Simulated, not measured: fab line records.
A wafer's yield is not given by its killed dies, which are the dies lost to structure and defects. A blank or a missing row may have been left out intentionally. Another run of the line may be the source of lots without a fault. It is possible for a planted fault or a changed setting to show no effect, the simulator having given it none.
fab line records	flow nand-harc
record: lots: 12	wafers: 36	last-day: 24
route steps=1159 shown P_ZERO_WELL@16 P_STI@91 END@1159
lots untouched by any fault: they come from a run of this same line in which no faults occurred
start-h: hours from the record's first day to the start of the lot's first wafer shown	wait-h: hours from the lot's prior step to this one	" same as the row above	L1.1+2: several wafers, shown together as one row	- no value present, or no start provided	* or withheld: withheld	< > ~ a bound
route shown NAME@n: names a module that has steps shown in the file, with the first one's number in the route	usual: mean/standard deviation taken from wafers without a fault	same: alike in all rows	chamber/n: place in a boat	sites: each site's reading	_std_site: how widely they spread, as a standard deviation	_edge_site: outer sites' mean less inner sites'	radius-mm: for every site, how far away it sits from the centre of the wafer	mask NAME#n: copy n	behind: tool/chamber where the wafer was last shaped	hold: why the lot was held/for how many hours/how that ended	device: the n, p or np transistor that did not switch	end of line: the tests these same wafers got at the end of their route	a step without rows: its recipe alone	killed: at the first sort, the dies lost to defects and structure; wafer yield is something else	map: shows each die of a wafer: x if killed, . if not, _ if none is there
set.NAME: setting as actually run; set.NAME@STEP: the setting as run at that earlier step	model.NAME: the simulator's own value behind a step, which no gauge read
route steps across a sampled set of lots; one table per step, one row per wafer
services: from which hour (start-h, from the record's first day; less than 0 if before it) a tool's chamber was out of use, for how many hours, and why
== steps ==
step: NHARC_P_ZERO_WELL_DESCUM_13
recipe: time-s: 3	o2-flow-sccm: 200	ar-flow-sccm: 0	bias-power-w: 0	chemistry: O2
usual: drypump-motor-current-A: 5.8/0.54	mfc-ar-sccm: 0.006/0.0093	o2-flow-sccm: 200.1/0.54	oes-product-au: 1.001/0.014	rf-vpp-V: 57.9/0.88	showerhead-plenum-p-Torr: 1.94/0.085	throttle-valve-pct: 11.311/0.01
lot.wafer	tool	chamber	start-h	wait-h	drypump-motor-current-A	mfc-ar-sccm	o2-flow-sccm	oes-product-au	rf-hours-counter-h	rf-vpp-V	showerhead-plenum-p-Torr	throttle-valve-pct
L970.3	rie-diel-03	3	19.41	-	6.4	0	200.7	1.005	10.3	57.0	1.88	11.306
L970.1	"	0	"	"	5.6	0.023	200.2	1.021	10.0	58.9	2.07	11.329
L970.6	"	0	"	"	5.6	0.023	200.2	1.014	-	58.6	2.07	11.312
L971.1	rie-diel-10	2	25.29	-	5.3	0.011	200.7	0.998	1.2	59.1	1.84	11.310
L971.2	"	3	"	"	5.0	0	200.2	0.992	0.9	57.8	2.06	11.315
L971.6	"	1	"	"	5.7	0	199.5	0.979	-	57.5	1.86	11.298
L973.1	rie-diel-03	1	37.41	-	6.1	0	200.4	1.012	11.9	57.9	1.82	11.315
L973.5	"	0	"	"	5.6	0.023	199.6	1.011	-	57.8	2.07	11.313
L973.6	"	1	"	"	6.1	0	199.3	1.011	-	59.1	1.82	11.315
L982.1	rie-diel-03	3	91.42	-	6.4	0	200.9	0.986	3.4	58.3	1.88	11.299
L982.6	"	0	"	"	5.6	0.023	200.4	1.026	-	58.5	2.07	11.305
L982.5	"	1	"	"	6.1	0	200.3	1.007	-	58.6	1.82	11.308
L983.1	rie-diel-11	0	97.42	-	4.9	0.013	200.7	0.993	3.3	59.5	2.04	11.316
L983.3	"	2	"	"	6.5	0.009	200.0	1.006	4.8	58.9	1.95	11.311
L983.6	"	3	"	"	6.6	0	199.8	0.986	-	58.4	1.97	11.319
L984.2	rie-diel-03	0	103.43	-	5.6	0.023	199.4	1.013	4.5	59.0	2.07	11.311
L984.6	"	1	"	"	6.1	0	200.2	1.015	-	57.6	1.82	11.302
L984.5	"	2	"	"	5.3	0.027	199.4	1.001	-	57.8	1.97	11.302
L985.2	rie-diel-11	2	109.28	-	6.5	0.009	199.8	1.009	5.2	60.4	1.95	11.311
L985.4	"	3	"	"	6.6	0	199.8	0.982	5.1	58.1	1.97	11.321
L985.5	"	1	"	"	5.8	0	199.9	0.995	-	58.6	1.99	11.313
L986.2	rie-diel-03	2	115.42	-	5.3	0.027	200.0	1.013	6.3	56.6	1.96	11.311
L986.6	"	3	"	"	6.4	0	198.4	0.984	-	57.3	1.88	11.296
L986.4	"	2	"	"	5.3	0.027	199.8	1.016	-	59.1	1.96	11.313
L988.1	rie-diel-03	2	127.40	-	5.3	0.027	200.3	0.998	6.5	56.3	1.96	11.306
L988.2	"	1	"	"	6.1	0	200.6	1.023	6.5	56.7	1.82	11.317
L988.6	"	3	"	"	6.4	0	199.6	0.986	-	57.8	1.88	11.303
L989.2	rie-diel-11	1	133.27	-	5.8	0	200.2	0.995	6.7	58.9	1.99	11.311
L989.5	"	1	"	"	5.8	0	200.1	0.992	-	57.6	1.99	11.304
L989.6	"	0	"	"	4.9	0.013	201.1	1.010	-	59.3	2.04	11.322
L990.1	rie-diel-11	3	139.40	-	6.6	0	199.9	0.998	6.8	56.7	1.97	11.305
L990.3	"	0	"	"	4.9	0.013	199.6	0.999	6.0	59.0	2.04	11.320
L990.6	"	3	"	"	6.6	0	200.5	0.989	-	56.3	1.97	11.317
L992.4	rie-diel-11	3	151.41	-	6.6	0	199.2	0.989	7.7	58.2	1.97	11.313
L992.3	"	0	"	"	4.9	0.013	200.2	1.007	6.7	59.1	2.04	11.326
L992.6	"	3	"	"	6.6	0	199.5	0.988	-	58.5	1.97	11.300
step: NHARC_P_ZERO_WELL_ETCH_65
recipe: target-depth-a: 800	overetch-a: 240	time-s: 87.88	ion-energy-ev: 200	n2-flow-sccm: 150	h2-flow-sccm: 150	ar-flow-sccm: 0	rf-w: 400	bias-w: 150	chemistry: N2/H2
usual: drypump-motor-current-A: 5.8/0.56	mfc-ar-sccm: 0.007/0.0095	oes-product-au: 0.999/0.014	rf-vpp-V: 431.1/2.7	showerhead-plenum-p-Torr: 2.07/0.092	throttle-valve-pct: 14.171/0.009
lot.wafer	tool	chamber	start-h	wait-h	drypump-motor-current-A	mfc-ar-sccm	oes-product-au	rf-hours-counter-h	rf-vpp-V	showerhead-plenum-p-Torr	throttle-valve-pct
L970.3	rie-diel-03	2	19.50	0.1	5.3	0.027	0.997	11.1	432.0	2.10	14.188
L970.1	"	0	"	"	5.6	0.023	1.022	10.1	434.4	2.21	14.158
L970.6	"	2	"	"	5.3	0.027	0.999	-	431.3	2.10	14.169
L971.2	rie-diel-10	0	25.37	0.1	5.8	0	1.017	1.0	428.3	1.97	14.166
L971.1	"	2	"	"	5.3	0.011	0.987	1.2	428.7	1.95	14.158
L971.6	"	3	"	"	5.0	0	0.996	-	435.1	2.20	14.170
L973.1	rie-diel-03	0	37.49	0.1	5.6	0.023	1.016	10.9	436.5	2.21	14.160
L973.5	"	3	"	"	6.4	0	1.013	-	429.7	2.00	14.163
L973.6	"	0	"	"	5.6	0.023	1.024	-	436.3	2.21	14.162
L982.1	rie-diel-03	2	91.50	0.1	5.3	0.027	1.004	2.8	430.7	2.10	14.154
L982.6	"	0	"	"	5.6	0.023	1.020	-	435.9	2.21	14.154
L982.5	"	1	"	"	6.1	0	1.020	-	427.5	1.94	14.153
L983.3	rie-diel-11	2	97.51	0.1	6.4	0.009	1.002	4.8	432.2	2.08	14.172
L983.1	"	3	"	"	6.6	0	0.977	4.5	432.7	2.10	14.159
L983.6	"	1	"	"	5.8	0	0.989	-	433.9	2.12	14.175
L984.2	rie-diel-03	3	103.49	0.1	6.4	0	0.979	4.7	429.2	2.00	14.168
L984.5	"	2	"	"	5.3	0.027	1.012	-	431.3	2.10	14.193
L984.6	"	3	"	"	6.4	0	0.987	-	428.8	2.00	14.189
L985.4	rie-diel-11	2	109.35	0.1	6.5	0.009	0.986	5.2	431.4	2.08	14.180
L985.2	"	3	"	"	6.6	0	0.981	5.1	432.3	2.10	14.186
L985.5	"	2	"	"	6.5	0.009	1.004	-	431.0	2.08	14.180
L986.2	rie-diel-03	2	115.51	0.1	5.3	0.027	0.999	6.3	431.6	2.10	14.187
L986.6	"	1	"	"	6.1	0	1.013	-	427.6	1.94	14.184
L986.4	"	3	"	"	6.4	0	0.980	-	430.8	2.00	14.174
L988.1	rie-diel-03	3	127.50	0.1	6.4	0	0.977	6.5	428.3	2.00	14.163
L988.2	"	2	"	"	5.3	0.027	0.987	6.6	433.2	2.10	14.181
L988.6	"	3	"	"	6.4	0	0.981	-	429.0	2.00	14.181
L989.2	rie-diel-11	1	133.39	0.1	5.8	0	0.993	6.8	432.6	2.12	14.166
L989.6	"	3	"	"	6.6	0	0.983	-	431.2	2.10	14.171
L989.5	"	1	"	"	5.8	0	0.993	-	432.6	2.12	14.159
L990.1	rie-diel-11	2	139.48	0.1	6.5	0.009	1.001	6.6	431.0	2.08	14.176
L990.3	"	3	"	"	6.6	0	0.997	6.8	432.0	2.10	14.173
L990.6	"	3	"	"	6.6	0	1.003	-	430.7	2.10	14.177
L992.3	rie-diel-11	0	151.49	0.1	4.9	0.013	1.004	6.7	433.3	2.17	14.160
L992.4	"	1	"	"	5.8	0	1.001	7.8	433.7	2.12	14.162
L992.6	"	3	"	"	6.6	0	0.995	-	432.3	2.10	14.176
step: NHARC_P_ZERO_WELL_EXPOSE_49
recipe: na: 0.6	target-cd-nm: 2000	dose-mj: 22.64	mask-id: P_HVPW
lot.wafer	tool	chamber	start-h	wait-h	mask
L970.1+3+6	krf-scanner-02	0	23.75	-	P_HVPW#0
L971.1+2+6	krf-scanner-02	0	29.34	-	P_HVPW#0
L973.1+5+6	krf-scanner-01	0	41.75	-	P_HVPW_R1#0
L982.1+5+6	krf-scanner-01	0	95.44	-	P_HVPW#0
L983.1+3+6	krf-scanner-01	0	101.49	-	P_HVPW#0
L984.2+5+6	krf-scanner-04	0	107.74	-	P_HVPW#0
L985.2+4+5	krf-scanner-04	0	113.34	-	P_HVPW#0
L986.2+4+6	krf-scanner-01	0	119.62	-	P_HVPW#0
L988.1+2+6	krf-scanner-01	0	131.83	-	P_HVPW#0
L989.2+5+6	krf-scanner-02	0	137.51	-	P_HVPW#0
L990.1+3+6	krf-scanner-01	0	143.74	-	P_HVPW#0
L992.3+4+6	krf-scanner-02	0	155.52	-	P_HVPW#0
step: NHARC_P_ZERO_WELL_CD_MEAS_52
recipe: target-cd-nm: 2000	landing-energy-ev: 500
usual: cd-nm: 2000.5/2.4
lot.wafer	tool	chamber	start-h	wait-h	cd-nm
L970.1	cd-sem-02	0	23.91	-	1997.6
L970.3	"	0	"	"	2004.7
L970.6	"	0	"	"	2002.1
L971.1	cd-sem-03	0	29.49	-	2000.0
L971.2	"	0	"	"	2003.3
L971.6	"	0	"	"	2001.4
L973.1	cd-sem-03	0	41.91	-	1931.5
L973.5	"	0	"	"	1930.5
L973.6	"	0	"	"	1930.2
L982.1	cd-sem-02	0	95.60	-	1999.9
L982.5	"	0	"	"	2000.8
L982.6	"	0	"	"	2000.1
L983.1	cd-sem-03	0	101.64	-	2001.3
L983.3	"	0	"	"	2001.4
L983.6	"	0	"	"	1996.5
L984.2	cd-sem-01	0	107.90	-	2001.7
L984.5	"	0	"	"	1999.9
L984.6	"	0	"	"	1997.3
L985.2	cd-sem-01	0	113.49	-	2000.7
L985.4	"	0	"	"	2000.5
L985.5	"	0	"	"	2001.9
L986.2	cd-sem-01	0	119.77	-	1995.5
L986.4	"	0	"	"	2000.5
L986.6	"	0	"	"	1996.4
L988.1	cd-sem-02	0	131.99	-	2000.7
L988.2	"	0	"	"	1999.7
L988.6	"	0	"	"	2001.9
L989.2	cd-sem-01	0	137.67	-	2001.4
L989.5	"	0	"	"	2001.2
L989.6	"	0	"	"	1995.4
L990.1	cd-sem-03	0	143.89	-	2001.0
L990.3	"	0	"	"	1999.2
L990.6	"	0	"	"	1996.3
L992.3	cd-sem-01	0	155.67	-	1999.9
L992.4	"	0	"	"	2001.3
L992.6	"	0	"	"	2000.8
step: NHARC_P_STI_CD_MEAS_16
usual: cd-nm: 199.8/2.8
lot.wafer	tool	chamber	start-h	wait-h	cd-nm
L971.1	cd-sem-01	-	43.96	-	201.7
L971.2	"	-	"	"	199.5
L971.6	"	-	"	"	197.0
L970.1	cd-sem-02	-	44.13	-	203.4
L970.3	"	-	"	"	196.8
L970.6	"	-	"	"	199.7
L973.1	cd-sem-01	-	60.67	-	199.3
L973.5	"	-	"	"	193.8
L973.6	"	-	"	"	195.4
L982.1	cd-sem-03	-	109.71	-	197.4
L982.5	"	-	"	"	201.1
L982.6	"	-	"	"	195.5
L983.1	cd-sem-01	-	122.45	-	200.0
L983.3	"	-	"	"	201.1
L983.6	"	-	"	"	197.7
L984.2	cd-sem-02	-	125.80	-	198.3
L984.5	"	-	"	"	198.0
L984.6	"	-	"	"	200.7
L985.2	cd-sem-03	-	131.83	-	198.8
L985.4	"	-	"	"	197.9
L985.5	"	-	"	"	198.4
L986.2	cd-sem-02	-	137.69	-	201.0
L986.4	"	-	"	"	200.5
L986.6	"	-	"	"	197.9
L988.1	cd-sem-02	-	153.16	-	201.2
L988.2	"	-	"	"	198.8
L988.6	"	-	"	"	199.8
L989.2	cd-sem-01	-	153.19	-	199.3
L989.5	"	-	"	"	196.2
L989.6	"	-	"	"	199.7
L990.1	cd-sem-02	-	162.06	-	203.3
L990.3	"	-	"	"	200.1
L990.6	"	-	"	"	198.9
L992.3	cd-sem-01	-	173.54	-	201.2
L992.4	"	-	"	"	198.8
L992.6	"	-	"	"	196.7
step: NHARC_END_SORT_01
recipe: temp-c: 25
usual: killed-at-array: 25/7.8	killed-at-other: 0.6/0.81	killed-at-periphery: 3.3/2.2	killed-dies: 29/8.2	killed-open: 3.5/1.9	killed-short: 1.8/1.3
same: gross-dies: 677
lot.wafer	tool	chamber	start-h	wait-h	killed-at-array	killed-at-other	killed-at-periphery	killed-dies	killed-open	killed-short
L970.1	prober-01	0	446.22	2.5	34	1	1	36	5	2
L970.3	prober-01	0	447.82	3.1	28	0	5	33	3	2
L970.6	prober-01	0	450.23	4.0	33	0	0	33	4	1
L971.1	prober-02	0	453.97	2.5	20	0	8	28	1	0
L971.2	prober-02	0	454.76	2.8	15	0	5	20	1	2
L971.6	prober-02	0	457.91	3.9	26	0	5	31	3	2
L973.1	prober-02	0	471.25	2.5	35	0	3	38	6	1
L973.5	prober-02	0	474.44	3.7	33	1	0	34	4	1
L973.6	prober-02	0	475.24	4.0	38	3	1	42	2	2
L982.1	prober-01	0	502.73	2.5	17	1	5	23	8	2
L982.5	prober-01	0	505.96	3.7	18	0	7	25	3	2
L982.6	prober-01	0	506.77	4.0	26	0	0	26	3	1
L983.1	prober-01	0	531.28	2.5	14	3	1	18	4	0
L983.3	prober-01	0	532.86	3.1	18	0	2	20	1	2
L983.6	prober-01	0	535.23	4.0	14	2	3	19	3	2
L984.2	prober-01	0	539.86	2.8	36	0	5	41	5	0
L984.5	prober-01	0	542.26	3.7	27	0	1	28	3	2
L984.6	prober-01	0	543.06	4.0	40	1	6	47	6	2
L985.2	prober-01	0	547.71	2.8	29	1	3	33	6	0
L985.4	prober-01	0	549.32	3.4	27	1	4	32	5	4
L985.5	prober-01	0	550.13	3.7	40	1	1	42	1	0
L986.2	prober-02	0	549.13	2.8	15	0	2	17	6	1
L986.4	prober-02	0	550.72	3.4	13	1	3	17	2	3
L986.6	prober-02	0	552.32	4.0	20	0	1	21	5	2
L990.1	prober-01	0	557.02	2.5	28	0	3	31	2	2
L990.3	prober-01	0	558.60	3.1	18	1	0	19	2	2
L990.6	prober-01	0	560.95	3.9	21	0	3	24	6	1
L989.2	prober-02	0	557.80	2.8	31	1	3	35	2	5
L989.5	prober-02	0	560.19	3.7	26	0	5	31	4	1
L989.6	prober-02	0	560.99	4.0	26	0	2	28	2	2
L988.1	prober-01	0	566.68	2.5	21	0	1	22	1	1
L988.2	prober-01	0	567.48	2.8	31	1	4	36	9	6
L988.6	prober-01	0	570.67	4.0	20	0	6	26	7	2
L992.3	prober-01	0	576.06	3.1	25	0	7	32	4	0
L992.4	prober-01	0	576.86	3.4	31	0	7	38	3	2
L992.6	prober-01	0	578.45	4.0	22	0	7	29	2	2
killed by level:class
L970.1 A_SLIT:chamber-film-flake=10 A_CHANNEL_HOLE_D1:chamber-film-flake=8 A_CONTACT:chamber-film-flake=5 A_CONTACT:geometric-particle:open=2 A_STAIRCASE:chamber-film-flake=2 A_WL_FILL:chamber-film-flake=2 A_CHANNEL_HOLE_D1:geometric-particle:short=1 A_CHANNEL_FILL_D1:geometric-particle:short=1
L970.3 A_CHANNEL_HOLE_D1:chamber-film-flake=8 A_SLIT:chamber-film-flake=8 A_CONTACT:chamber-film-flake=3 P_M0:geometric-particle:open=2 P_ZERO_WELL:chamber-film-flake=2 A_STAIRCASE:chamber-film-flake=2 A_SGD_CUT:chamber-film-flake=2 A_SOURCE_PLATE:geometric-particle:short=1
L970.6 A_CHANNEL_HOLE_D1:chamber-film-flake=15 A_SLIT:chamber-film-flake=9 A_WL_FILL:chamber-film-flake=3 A_CONTACT:geometric-particle:open=2 A_SOURCE_PLATE:geometric-particle:open=1 A_CONTACT:geometric-particle:short=1 A_BLC:geometric-particle:open=1 A_CONTACT:chamber-film-flake=1
L971.1 A_STAIRCASE:chamber-film-flake=8 A_CHANNEL_HOLE_D1:chamber-film-flake=5 A_M0:chamber-film-flake=4 P_ZERO_WELL:chamber-film-flake=3 P_GATE:chamber-film-flake=3 A_CHANNEL_FILL_D1:geometric-particle:open=1 P_CONTACT:chamber-film-flake=1 P_M2:chamber-film-flake=1
L971.2 A_STAIRCASE:chamber-film-flake=4 P_GATE:chamber-film-flake=3 A_CHANNEL_HOLE_D1:chamber-film-flake=3 A_CONTACT:chamber-film-flake=2 A_M0:chamber-film-flake=2 A_WL_FILL:geometric-particle:short=1 A_WL_FILL:geometric-particle:open=1 A_M0:geometric-particle:short=1
L971.6 A_CHANNEL_HOLE_D1:chamber-film-flake=8 A_CONTACT:chamber-film-flake=4 A_STAIRCASE:chamber-film-flake=3 A_WL_FILL:chamber-film-flake=3 A_M0:chamber-film-flake=3 A_CONTACT:geometric-particle:open=2 P_ZERO_WELL:chamber-film-flake=2 P_M0:geometric-particle:open=1
L973.1 A_SLIT:chamber-film-flake=13 A_CHANNEL_HOLE_D1:chamber-film-flake=8 A_CONTACT:chamber-film-flake=6 A_STAIRCASE:chamber-film-flake=2 A_WL_FILL:chamber-film-flake=2 P_STI:geometric-particle:open=1 P_GATE:geometric-particle:open=1 P_M0:geometric-particle:open=1
L973.5 A_SLIT:chamber-film-flake=13 A_CHANNEL_HOLE_D1:chamber-film-flake=8 A_CONTACT:chamber-film-flake=4 A_STAIRCASE:chamber-film-flake=3 A_CONTACT:geometric-particle:open=2 A_ONON_D1:geometric-particle:open=1 A_WL_FILL:geometric-particle:short=1 A_WL_FILL:geometric-particle:open=1
L973.6 A_CHANNEL_HOLE_D1:chamber-film-flake=14 A_SLIT:chamber-film-flake=9 A_CONTACT:chamber-film-flake=9 THIN_TSV:chamber-film-flake=3 A_WL_FILL:chamber-film-flake=2 P_CONTACT:geometric-particle:open=1 A_WL_FILL:geometric-particle:short=1 A_CONTACT:geometric-particle:short=1
L982.1 A_CHANNEL_HOLE_D1:chamber-film-flake=8 A_CONTACT:geometric-particle:open=3 P_ZERO_WELL:chamber-film-flake=2 P_GATE:chamber-film-flake=2 P_M0:geometric-particle:open=1 A_CHANNEL_FILL_D1:geometric-particle:open=1 A_CHANNEL_FILL_D1:geometric-particle:short=1 A_WL_FILL:geometric-particle:short=1
L982.5 A_CHANNEL_HOLE_D1:chamber-film-flake=12 P_ZERO_WELL:chamber-film-flake=7 A_CHANNEL_FILL_D1:geometric-particle:short=1 A_WL_FILL:geometric-particle:short=1 A_CONTACT:geometric-particle:open=1 A_BLC:geometric-particle:open=1 A_M0:geometric-particle:open=1 A_CONTACT:chamber-film-flake=1
L982.6 A_CHANNEL_HOLE_D1:chamber-film-flake=19 A_CHANNEL_FILL_D1:geometric-particle:short=1 A_CONTACT:geometric-particle:open=1 A_BLC:geometric-particle:open=1 A_M0:geometric-particle:open=1 A_STAIRCASE:chamber-film-flake=1 A_SLIT:chamber-film-flake=1 A_CONTACT:chamber-film-flake=1
L983.1 A_CONTACT:chamber-film-flake=5 A_CHANNEL_HOLE_D1:chamber-film-flake=4 THIN_TSV:chamber-film-flake=3 A_BLC:geometric-particle:open=2 A_WL_FILL:geometric-particle:open=1 A_CONTACT:geometric-particle:open=1 P_GATE:chamber-film-flake=1 A_STAIRCASE:chamber-film-flake=1
L983.3 A_CHANNEL_HOLE_D1:chamber-film-flake=8 A_CONTACT:chamber-film-flake=7 P_GATE:geometric-particle:short=1 P_M1:geometric-particle:open=1 A_M1:geometric-particle:short=1 A_ZERO_WELL:chamber-film-flake=1 A_SLIT:chamber-film-flake=1
L983.6 A_CHANNEL_HOLE_D1:chamber-film-flake=6 A_CONTACT:chamber-film-flake=4 THIN_TSV:chamber-film-flake=2 P_M0:geometric-particle:open=1 P_M0:geometric-particle:short=1 A_SGD_CUT:geometric-particle:open=1 A_WL_FILL:geometric-particle:short=1 A_CONTACT:geometric-particle:open=1
L984.2 A_CHANNEL_HOLE_D1:chamber-film-flake=14 A_SLIT:chamber-film-flake=8 P_M1:chamber-film-flake=5 A_CONTACT:geometric-particle:open=4 A_CONTACT:chamber-film-flake=3 A_ZERO_WELL:chamber-film-flake=2 A_WL_FILL:chamber-film-flake=2 A_SGD_CUT:geometric-particle:open=1
L984.5 A_SLIT:chamber-film-flake=13 A_CHANNEL_HOLE_D1:chamber-film-flake=8 A_WL_FILL:geometric-particle:short=2 A_CONTACT:chamber-film-flake=2 P_GATE:geometric-particle:open=1 A_BLC:geometric-particle:open=1 A_M1:geometric-particle:open=1
L984.6 A_CHANNEL_HOLE_D1:chamber-film-flake=17 A_SLIT:chamber-film-flake=12 P_M1:chamber-film-flake=5 A_WL_FILL:geometric-particle:short=2 A_ZERO_WELL:chamber-film-flake=2 A_CONTACT:chamber-film-flake=2 P_M1:geometric-particle:open=1 A_CHANNEL_HOLE_D1:geometric-particle:open=1
L985.2 A_SLIT:chamber-film-flake=14 A_CHANNEL_HOLE_D1:chamber-film-flake=6 A_CONTACT:geometric-particle:open=3 P_ZERO_WELL:chamber-film-flake=3 A_CHANNEL_FILL_D1:geometric-particle:open=2 A_WL_FILL:geometric-particle:open=1 A_WL_FILL:chamber-film-flake=1 A_CONTACT:chamber-film-flake=1
L986.2 A_CHANNEL_HOLE_D1:chamber-film-flake=4 A_M0:chamber-film-flake=4 A_CONTACT:geometric-particle:open=2 A_CONTACT:chamber-film-flake=2 P_CONTACT:geometric-particle:open=1 P_M0:geometric-particle:open=1 A_WL_FILL:geometric-particle:open=1 A_BLC:geometric-particle:short=1
L985.4 A_SLIT:chamber-film-flake=11 A_CHANNEL_HOLE_D1:chamber-film-flake=5 A_CONTACT:geometric-particle:open=2 A_CONTACT:chamber-film-flake=2 A_M0:chamber-film-flake=2 P_CONTACT:geometric-particle:short=1 P_CONTACT:geometric-particle:open=1 P_M0:geometric-particle:open=1
L985.5 A_SLIT:chamber-film-flake=17 A_CONTACT:chamber-film-flake=9 A_CHANNEL_HOLE_D1:chamber-film-flake=8 A_CHANNEL_FILL_D1:chamber-film-flake=2 A_STAIRCASE:chamber-film-flake=2 A_CONTACT:geometric-particle:open=1 P_GATE:chamber-film-flake=1 A_WL_FILL:chamber-film-flake=1
L986.4 A_CONTACT:chamber-film-flake=3 A_CHANNEL_HOLE_D1:chamber-film-flake=3 A_M0:chamber-film-flake=3 A_CHANNEL_FILL_D1:geometric-particle:short=2 P_CONTACT:chamber-film-flake=2 P_M0:geometric-particle:open=1 A_BLC:geometric-particle:short=1 STARTING-WAFER:geometric-particle:open=1
L986.6 A_CHANNEL_HOLE_D1:chamber-film-flake=6 A_ONON_D1:geometric-particle:open=3 A_M0:chamber-film-flake=3 P_M0:geometric-particle:open=1 A_SGD_CUT:geometric-particle:open=1 A_WL_FILL:geometric-particle:short=1 A_CONTACT:geometric-particle:short=1 A_ZERO_WELL:chamber-film-flake=1
L990.1 A_CONTACT:chamber-film-flake=11 A_CHANNEL_HOLE_D1:chamber-film-flake=9 A_STAIRCASE:chamber-film-flake=6 P_M1:geometric-particle:open=1 P_M1:geometric-particle:short=1 A_CONTACT:geometric-particle:open=1 A_M1:geometric-particle:short=1 P_BONDPAD:chamber-film-flake=1
L989.2 A_CHANNEL_HOLE_D1:chamber-film-flake=16 A_CONTACT:chamber-film-flake=4 A_CHANNEL_FILL_D1:geometric-particle:short=3 A_BLC:chamber-film-flake=3 A_WL_FILL:geometric-particle:short=2 P_M0:chamber-film-flake=2 A_CHANNEL_FILL_D1:geometric-particle:open=1 A_WL_FILL:geometric-particle:open=1
L990.3 A_CONTACT:chamber-film-flake=8 A_CHANNEL_HOLE_D1:chamber-film-flake=4 A_CHANNEL_HOLE_D1:geometric-particle:open=1 A_CHANNEL_FILL_D1:geometric-particle:short=1 A_SGD_CUT:geometric-particle:short=1 STARTING-WAFER:geometric-particle:open=1 A_ZERO_WELL:chamber-film-flake=1 A_STAIRCASE:chamber-film-flake=1
L989.5 A_CHANNEL_HOLE_D1:chamber-film-flake=16 A_CONTACT:chamber-film-flake=3 P_M0:geometric-particle:open=2 P_M0:chamber-film-flake=2 A_BLC:chamber-film-flake=2 A_ONON_D1:geometric-particle:open=1 A_CHANNEL_FILL_D1:geometric-particle:short=1 A_WL_FILL:geometric-particle:open=1
L990.6 A_CONTACT:chamber-film-flake=10 A_STAIRCASE:chamber-film-flake=4 A_CHANNEL_HOLE_D1:chamber-film-flake=2 P_GATE:geometric-particle:short=1 P_M0:geometric-particle:open=1 P_M1:geometric-particle:open=1 A_CHANNEL_FILL_D1:geometric-particle:open=1 A_WL_FILL:geometric-particle:open=1
L989.6 A_CHANNEL_HOLE_D1:chamber-film-flake=16 A_STAIRCASE:chamber-film-flake=4 A_CONTACT:chamber-film-flake=3 P_GATE:geometric-particle:open=1 P_M0:geometric-particle:open=1 A_WL_FILL:geometric-particle:short=1 A_CONTACT:geometric-particle:short=1 A_BLC:chamber-film-flake=1
L988.1 A_CHANNEL_HOLE_D1:chamber-film-flake=14 A_CONTACT:chamber-film-flake=4 A_CHANNEL_FILL_D1:geometric-particle:short=1 A_CHANNEL_FILL_D1:geometric-particle:open=1 P_ZERO_WELL:chamber-film-flake=1 A_STAIRCASE:chamber-film-flake=1
L988.2 A_CHANNEL_HOLE_D1:chamber-film-flake=16 P_M0:geometric-particle:open=2 A_ONON_D1:geometric-particle:short=2 A_CHANNEL_FILL_D1:geometric-particle:open=2 A_STAIRCASE:chamber-film-flake=2 A_CONTACT:chamber-film-flake=2 P_CONTACT:geometric-particle:open=1 A_SOURCE_PLATE:geometric-particle:open=1
L988.6 A_CHANNEL_HOLE_D1:chamber-film-flake=12 P_CONTACT:geometric-particle:open=2 P_GATE:chamber-film-flake=2 P_GATE:geometric-particle:open=1 P_CONTACT:geometric-particle:short=1 A_SOURCE_PLATE:geometric-particle:open=1 A_ONON_D1:geometric-particle:short=1 A_SGD_CUT:geometric-particle:open=1
L992.3 A_CHANNEL_HOLE_D1:chamber-film-flake=6 A_STAIRCASE:chamber-film-flake=6 A_M1:chamber-film-flake=5 A_CONTACT:chamber-film-flake=5 P_STI:chamber-film-flake=4 P_CONTACT:geometric-particle:open=2 A_CONTACT:geometric-particle:open=1 A_BLC:geometric-particle:open=1
L992.4 A_CHANNEL_HOLE_D1:chamber-film-flake=13 A_CONTACT:chamber-film-flake=8 P_STI:chamber-film-flake=4 A_STAIRCASE:chamber-film-flake=3 A_M1:chamber-film-flake=3 A_CONTACT:geometric-particle:short=2 P_GATE:geometric-particle:open=1 P_CONTACT:geometric-particle:open=1
L992.6 A_CHANNEL_HOLE_D1:chamber-film-flake=11 P_STI:chamber-film-flake=7 A_CONTACT:chamber-film-flake=2 A_M1:chamber-film-flake=2 A_CHANNEL_FILL_D1:geometric-particle:open=1 A_SGD_CUT:geometric-particle:short=1 A_SGD_CUT:geometric-particle:open=1 A_CONTACT:geometric-particle:short=1
== services ==
tool	chamber	start-h	hours	kind
rie-diel-10	-	-0.50	9.0	pm
rie-diel-11	-	12.50	9.0	pm
rie-diel-03	0	17.31	-	clean
rie-diel-03	1	17.31	-	clean
rie-diel-03	2	17.31	-	clean
rie-diel-03	3	17.31	-	clean
rie-diel-03	-	22.27	1.0	repair
krf-scanner-01	-	30.29	0.9	repair
krf-scanner-04	-	31.90	0.3	repair
krf-scanner-02	-	38.00	4.0	pm
rie-diel-03	-	38.30	9.0	pm
rie-diel-03	0	38.30	9.0	vent-cycle
rie-diel-03	1	38.30	9.0	vent-cycle
rie-diel-03	2	38.30	14.3	vent-cycle
rie-diel-03	3	38.30	9.0	vent-cycle
rie-diel-03	0	47.30	-	clean
rie-diel-11	0	56.40	16.5	repair
krf-scanner-01	-	82.24	0.6	repair
krf-scanner-01	-	84.00	4.0	pm
rie-diel-11	-	101.03	0.3	repair
rie-diel-03	-	101.96	1.0	repair
rie-diel-03	0	111.83	30.8	repair
krf-scanner-04	-	126.00	4.0	pm
rie-diel-11	2	128.29	6.4	repair
== key ==
first-sign: step: NHARC_P_ZERO_WELL_EXPOSE_49	reading: mask	direction: changed
effect: step: NHARC_P_ZERO_WELL_CD_MEAS_52	reading: cd-nm	direction: down	sigmas: 29	usual: 2000.5	struck: 1930.7
met-at NHARC_P_ZERO_WELL_EXPOSE_49
struck-lots L973
tester-left-out L973
not-acting-at NHARC_P_ZERO_WELL_DESCUM_13,NHARC_P_ZERO_WELL_ETCH_65,NHARC_P_STI_CD_MEAS_16
fault: kind: wrong-mask	tool: any	chamber: -	onset-h: 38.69	steps: NHARC_P_ZERO_WELL_EXPOSE_49	aux-copy: P_HVPW_R1#0	cd-offset-nm: -69.458	scope: struck-lots-only
tester-left-out: of these lots the tester's yield and bins aren't shown, on N5 and GAA mostly nor the transistor test; their killed dies are dies lost to structure and defects alone, not to doping, threshold or leakage, so they don't give the yield
